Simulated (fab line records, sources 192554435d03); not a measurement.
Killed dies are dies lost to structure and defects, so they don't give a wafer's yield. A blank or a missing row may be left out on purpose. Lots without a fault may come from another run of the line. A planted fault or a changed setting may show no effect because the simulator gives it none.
Split-lot experiment | flow n5_finfet | 7 lots, 21 wafers read, on a route of 1938 steps

THE SPLIT
At N5_BEOL_M14_COAT_58 (time 60 s, resist thk 89 nm), the setting spin_rpm was moved away from the recipe's 1500 rpm on 8 of the 21 wafers read, by -5.4% to +11.1%. The other wafers ran this setting at the recipe's value.

FROM THE SPLIT TO THE READING: what the file shows between them, 3 steps
- N5_BEOL_M14_COAT_04: resist thk 800 nm
- N5_BEOL_M14_EBR_06
- N5_BEOL_M14_DESCUM_15: chemistry O2, time 7.9 s

THE READING
etch.depth_nm (the simulator's own value, which no gauge read), in nm, at N5_BEOL_M14_ETCH_59 (etches BARC in N2/H2, target depth 89 nm, overetch 26.7 nm, time 67.9 s). The file gives no usual value for it. The 13 wafers here that ran the recipe average 89.16 nm, standard deviation 0.23 nm.

wafer  | tool, chamber at the split | spin_rpm as run, rpm | against the recipe | etch.depth_nm, nm | against lot-mates on the recipe
L074.4 | litho_track-02, 0          | 1500                 | recipe             | 89.52             | -
L074.5 | litho_track-02, 0          | 1419                 | -5.4%              | 91.81             | +2.29
L074.6 | litho_track-02, 0          | 1419                 | -5.4%              | 92.04             | +2.52
L078.3 | litho_track-01, 0          | 1500                 | recipe             | 89.29             | -
L078.4 | litho_track-01, 0          | 1500                 | recipe             | 89.22             | -
L078.6 | litho_track-01, 0          | 1500                 | recipe             | 89.32             | -
L083.3 | litho_track-01, 0          | 1666                 | +11.1%             | 84.32             | -4.59
L083.4 | litho_track-01, 0          | 1500                 | recipe             | 89.1              | -
L083.5 | litho_track-01, 0          | 1500                 | recipe             | 88.71             | -
L085.2 | litho_track-01, 0          | 1435                 | -4.3%              | 91.25             | +2.09
L085.3 | litho_track-01, 0          | 1435                 | -4.3%              | 91.28             | +2.12
L085.6 | litho_track-01, 0          | 1500                 | recipe             | 89.16             | -
L088.1 | litho_track-02, 0          | 1572                 | +4.8%              | 87.22             | -2.24
L088.2 | litho_track-02, 0          | 1572                 | +4.8%              | 87.05             | -2.41
L088.5 | litho_track-02, 0          | 1500                 | recipe             | 89.46             | -
L091.1 | litho_track-05, 0          | 1500                 | recipe             | 89.24             | -
L091.3 | litho_track-05, 0          | 1500                 | recipe             | 88.89             | -
L091.4 | litho_track-05, 0          | 1500                 | recipe             | 89.26             | -
L092.4 | litho_track-02, 0          | 1500                 | recipe             | 88.88             | -
L092.5 | litho_track-02, 0          | 1500                 | recipe             | 88.97             | -
L092.6 | litho_track-02, 0          | 1571                 | +4.7%              | 86.71             | -2.22

THE FIT
A straight line over all 21 wafers: etch.depth_nm changes by -0.464 nm for each +1% of spin_rpm; r = -0.99; the points scatter about the line by 0.23 nm.
The same after taking each lot's own level away (the mean of its wafers on the recipe; 21 wafers): -0.446 nm for each +1%; r = -1.00; scatter 0.16 nm.
On that fit, the largest move of spin_rpm shifts the reading by 4.9 nm.
The lots' own levels span 88.905 to 89.520 nm, that is 2.7 times the standard deviation above.
So the lot-to-lot level changes the slope little: the two slopes agree.
Check: with one of the wafers moved furthest among these (+11.1%) left out of the fit, the line predicts -5.2 nm for it against its lot-mates. It came out at -4.59 nm against them.

OTHER SPLITS ON THESE WAFERS
These wafers also went through other splits before the reading. Each is held against what the fit with the lots' levels taken away leaves over:
other split on the same wafers | wafers away from the commonest value | r with etch.depth_nm (lot level and that fit taken away)
N5_BEOL_M10_COAT_64 spin_rpm   | 5                                    | +0.21
N5_BEOL_M14_ILD_DEP_00 time_s  | 6                                    | -0.32

THE WHOLE CHAIN: every reading that the file lists as answering this split, in the file's order
step                | what it does                                                            | reading                                                                          | change (the file's fit)               | r (the file's)
N5_BEOL_M14_COAT_58 | time 60 s, resist thk 89 nm                                             | BARC_of_BEOL_M14_COAT_58.thk_nm (the simulator's own value, which no gauge read) | -0.426 nm for each +1% of the setting | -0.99
N5_BEOL_M14_ETCH_59 | etches BARC in N2/H2, target depth 89 nm, overetch 26.7 nm, time 67.9 s | etch.depth_nm (the simulator's own value, which no gauge read)                   | -0.438 nm for each +1% of the setting | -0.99

THE FILE'S OWN FIT
etch.depth_nm changes by -0.438 nm for each +1% of spin_rpm, r = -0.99.
